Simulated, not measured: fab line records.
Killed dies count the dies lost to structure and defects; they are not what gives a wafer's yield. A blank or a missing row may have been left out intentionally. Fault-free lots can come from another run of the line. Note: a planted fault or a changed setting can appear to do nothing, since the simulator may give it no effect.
A lot that was struck, set against a sound lot ; flow n5-finfet ; 16 steps out of a route of 1938
Sound: the wafers L628.1, L628.2, L628.6. Struck: wafers L640.2, L640.5 (left out: L640.4, a lot-mate that was not struck); the cause follows at the end.
Order at every step that has rows: each side's tool, ch and its chambers, its first start. Under that, the readings that differ: sound wafers ; struck wafers ; difference of the means ; sigmas: that difference in standard deviations of wafers without a fault.
alike: words and numbers the same on both sides, and readings whose means are apart by under 2 such deviations; not compared: readings that were withheld, readings missing a value for some wafer, numbers with overlapping values and no deviation given by the record, and bounds like >300 which may hide the same value.
Wherever a step has rows on one side only, a row that says differs or no value, or a row with sigmas, the two part there. Non-overlapping numbers with no deviation appear without sigmas and do not part them. A reading missing from all wafers of one side parts the sides only when that side holds two or more wafers.

first, 8 steps without rows for these wafers: N5_FIN_CUT_COAT_19 (time 60 s, resist thk 20 nm); N5_FIN_CUT_COAT_29 (time 60 s, resist thk 10 nm); N5_FIN_CUT_COAT_02 (resist thk 30 nm); N5_FIN_CUT_EBR_04; N5_FIN_CUT_SOFTBAKE_03 (time 60 s); N5_FIN_CUT_EXPOSE_05 (exposes mask FIN CUT); N5_FIN_CUT_PEB_06 (peb time 60 s); N5_FIN_CUT_DEVELOP_07 (develop time 30 s).
N5_FIN_CUT_CD_MEAS_08: the cd target is 29.1 nm.
  sound on cd-sem-02 ch 0, day 2 17:05; struck on cd-sem-01 ch 0, day 5 14:38
  alike: cd-nm
N5_FIN_CUT_OVL_MEAS_09:
  sound on overlay-02 ch 0, day 2 17:07; struck on overlay-02 ch 0, day 5 14:40
  alike: FIN_CUT_OVL
N5_FIN_CUT_INSPECT_10: inspects for defects (brightfield).
  sound on defect-inspect-02 at day 2 17:10; struck on defect-inspect-01 at day 5 14:43
  alike: raw-defect-count
N5_FIN_CUT_DESCUM_13: chemistry O2, time 7 s.
  sound on rie-diel-02 ch 0,1,2, day 2 17:12; struck on rie-diel-05 ch 1,3, day 5 14:46
  alike: drypump-motor-current-A, o2-flow-sccm, oes-product-au, rf-vpp-V, showerhead-plenum-p-Torr, throttle-valve-pct
  not compared: rf-hours-counter-h
N5_FIN_CUT_ETCH_30: etches underlayer in N2/H2, target depth 13 nm, time 10.4 s.
  sound on rie-diel-02 ch 0,1,2, day 2 17:14; struck on rie-diel-05 ch 1,3, day 5 14:47
reading;sound;struck;difference;sigmas
etch-rf-on-time-s (s);10.43 10.70 10.52;6.39 5.99;-4.36;-17
oes-product-au (a.u.);0.62 0.65 0.69;0.82 1.07;+0.29;+5
  alike: bias-w, drypump-motor-current-A, rf-vpp-V, showerhead-plenum-p-Torr, throttle-valve-pct
  not compared: rf-hours-counter-h
N5_FIN_CUT_ETCH_20: etches SiARC in CF4, target depth 26 nm, time 43.3 s.
  sound on rie-diel-02 ch 0,1,2, day 2 17:16; struck on rie-diel-05 ch 1,3, day 5 14:49
  alike: bias-w, drypump-motor-current-A, etch-rf-on-time-s, oes-product-au, rf-vpp-V, showerhead-plenum-p-Torr, throttle-valve-pct
  not compared: rf-hours-counter-h
-- here the record skips 8 days between the struck wafers' starts before and after, leaving off in module FIN_CUT and picking up in module BEOL_M4 (first step shown: number 1111 of the route) --
N5_BEOL_M4_RC_MEAS_101:
  sound on prober-01 ch 0, day 9 06:33; struck on prober-02 ch 0, day 13 10:04
reading;sound;struck;difference;sigmas
SS_P (mV/dec);72.6 71.9 71.7;73.8 73.6;+1.6;+3
  alike: DIBL_N, DIBL_P, IOFF_N, IOFF_P, ION_N, ION_P, SS_N, VT_N, VT_P
-- here the record skips 4 days between the struck wafers' starts before and after, leaving off in module BEOL_M4 and picking up in module PASSIVATION (first step shown: number 1936 of the route) --
N5_PASSIVATION_PROBE_49:
  sound on prober-01 at day 13 10:03; struck on prober-01 at day 17 17:31
reading;sound;struck;difference;sigmas
killed_at_M0_to_M3;70 36 41;33 20;-22;-2
killed-at-other;0 0 0;0 10;+5;+2
  alike: defect-limited-yield, killed_at_M4_up, killed-at-contacts, killed-at-front-end, killed-dies, killed-open, killed-short, sort_bin_5_function, sort_bin_6_memory, sort-n-pass, sort-yield-pct

== WHERE THEY PART ==
Last at N5_PASSIVATION_PROBE_49 as far as this record goes, first at N5_FIN_CUT_ETCH_30.

WHY: the cause the simulator had injected
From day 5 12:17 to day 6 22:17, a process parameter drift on rie-diel-05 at N5_FIN_CUT_ETCH_30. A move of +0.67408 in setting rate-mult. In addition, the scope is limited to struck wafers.
